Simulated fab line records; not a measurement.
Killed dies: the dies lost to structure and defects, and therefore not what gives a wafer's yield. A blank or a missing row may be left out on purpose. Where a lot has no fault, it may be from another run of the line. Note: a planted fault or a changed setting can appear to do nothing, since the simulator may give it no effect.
Chamber matching || flow n5-finfet || 4 sister chambers for N5_BEOL_M10_DESCUM_33 on rie-diel-01
The step chemistry O2, time 7.9 s. 8 wafers are shown with their chamber, then 12 later ones without.

## WAFERS PAIRED WITH THEIR CHAMBERS
{"wafer": "L082.5", "chamber": 0, "throttle-valve-pct (%)": 20.40, "drypump-motor-current-A (A)": 5.7}
{"wafer": "L084.2", "chamber": 3, "throttle-valve-pct (%)": 20.51, "drypump-motor-current-A (A)": 5.3}
{"wafer": "L084.5", "chamber": 2, "throttle-valve-pct (%)": 20.17, "drypump-motor-current-A (A)": 5.9}
{"wafer": "L087.1", "chamber": 2, "throttle-valve-pct (%)": 20.20, "drypump-motor-current-A (A)": 5.9}
{"wafer": "L087.4", "chamber": 3, "throttle-valve-pct (%)": 20.53, "drypump-motor-current-A (A)": 5.4}
{"wafer": "L086.3", "chamber": 0, "throttle-valve-pct (%)": 20.13, "drypump-motor-current-A (A)": 5.7}
{"wafer": "L086.4", "chamber": 1, "throttle-valve-pct (%)": 19.88, "drypump-motor-current-A (A)": 5.7}
{"wafer": "L086.6", "chamber": 1, "throttle-valve-pct (%)": 19.90, "drypump-motor-current-A (A)": 5.7}

## WAFERS WITHOUT THEIR CHAMBER
{"wafer": "L088.1", "throttle-valve-pct (%)": 20.21, "drypump-motor-current-A (A)": 5.9}
{"wafer": "L088.4", "throttle-valve-pct (%)": 19.89, "drypump-motor-current-A (A)": 5.8}
{"wafer": "L088.5", "throttle-valve-pct (%)": 19.91, "drypump-motor-current-A (A)": 5.8}
{"wafer": "L095.1", "throttle-valve-pct (%)": 20.55, "drypump-motor-current-A (A)": 5.3}
{"wafer": "L095.3", "throttle-valve-pct (%)": 20.22, "drypump-motor-current-A (A)": 5.9}
{"wafer": "L095.6", "throttle-valve-pct (%)": 20.14, "drypump-motor-current-A (A)": 5.8}
{"wafer": "L094.1", "throttle-valve-pct (%)": 20.58, "drypump-motor-current-A (A)": 5.3}
{"wafer": "L094.4", "throttle-valve-pct (%)": 20.14, "drypump-motor-current-A (A)": 5.8}
{"wafer": "L094.5", "throttle-valve-pct (%)": 20.16, "drypump-motor-current-A (A)": 5.8}
{"wafer": "L097.1", "throttle-valve-pct (%)": 19.92, "drypump-motor-current-A (A)": 5.7}
{"wafer": "L097.2", "throttle-valve-pct (%)": 20.18, "drypump-motor-current-A (A)": 5.7}
{"wafer": "L097.3", "throttle-valve-pct (%)": 20.24, "drypump-motor-current-A (A)": 5.9}

## CHAMBER TAKEN BY EACH
{"wafer": "L088.1", "from the rows above": 2, "in truth": 2}
{"wafer": "L088.4", "from the rows above": "can't be placed: 1 or 2 or 0", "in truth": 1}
{"wafer": "L088.5", "from the rows above": "can't be placed: 1 or 2 or 0", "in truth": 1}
{"wafer": "L095.1", "from the rows above": 3, "in truth": 3}
{"wafer": "L095.3", "from the rows above": 2, "in truth": 2}
{"wafer": "L095.6", "from the rows above": "can't be placed: 2 or 0 or 1", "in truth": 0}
{"wafer": "L094.1", "from the rows above": 3, "in truth": 3}
{"wafer": "L094.4", "from the rows above": "can't be placed: 2 or 0 or 1", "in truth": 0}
{"wafer": "L094.5", "from the rows above": "can't be placed: 2 or 0 or 1", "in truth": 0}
{"wafer": "L097.1", "from the rows above": 1, "in truth": 1}
{"wafer": "L097.2", "from the rows above": 0, "in truth": 0}
{"wafer": "L097.3", "from the rows above": 2, "in truth": 2}
7 of 12 placed correctly. Can't be placed from these rows: 5 (the true chamber is among the candidates in 5). 0 placed wrongly.
How it was worked out, from the rows above alone: a wafer's distance from a chamber is the root of the sum, over the readings, of the square of ((its reading less the chamber's mean) divided by the reading's scatter). If the next closest chamber is less than 2 further off than the closest, the wafer can't be placed; otherwise it belongs to the closest. For every chamber, the mean is computed from those of its wafers that are shown. The scatter: take each reading less its chamber's mean, square it, sum over the shown wafers, divide by the number of wafers less the number of chambers, and take the root.
